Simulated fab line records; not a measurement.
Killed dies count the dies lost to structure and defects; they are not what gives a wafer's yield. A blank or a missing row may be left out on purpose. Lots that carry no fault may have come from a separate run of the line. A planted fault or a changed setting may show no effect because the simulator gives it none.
What tool caused it? ; flow n5Finfet ; 12 lots (36 wafers sampled), 1 step of a 1938-step route

WHAT THE GAUGES READ, wafer by wafer
N5_BEOL_M9_CD_MEAS_18: pitch 140 nm, target cd 70 nm.
lot;measured;on;cdNm (nm)
L075;day 9 14:28;cdSem-02;69.9 68.9 69.3
L078;day 10 01:51;cdSem-01;69.4 70.7 68.3
L080;day 10 10:14;cdSem-01;69.4 68.9 69.5
L082;day 11 15:03;cdSem-02;70.5 69.4 69.7
L083;day 11 18:56;cdSem-01;68.1 69.8 69.9
L085;day 12 06:44;cdSem-02;69.5 69.2 69.1
L087;day 12 19:32;cdSem-01;69.7 71.0 70.7
L088;day 13 05:27;cdSem-02;69.2 70.7 69.8
L091;day 13 15:50;cdSem-02;69.4 70.5 69.3
L092;day 14 10:23;cdSem-01;71.2 69.9 70.5
L095;day 15 05:42;cdSem-03;70.1 70.2 70.4
L096;day 15 08:55;cdSem-02;69.1 69.9 68.7

WHICH TOOL RAN EACH LOT (tool, then ch and the chambers of the sampled wafers, then the start)
Before these readings, the record contains no process step.

THE ANSWER, worked out from the rows above alone
Rule: the lots themselves supply what counts as usual. The widest of any qualifying gaps counts: lots, ordered by their means at a reading, are off when they make up no more than a third of the lots, leave a main group of 4 or more, and stand apart from it by 3 or more times the standard deviation of that group's means. The tables above print the reading to a certain number of digits; a main group whose means all agree to those digits is not used. A lot without any number at a reading at which 4 lots or more have one is off too. All remaining lots with rows at the step are treated as sound.
No lot is off on any of the readings shown, so nothing can be concluded from this.

WHAT THE SIMULATOR HAD PUT IN
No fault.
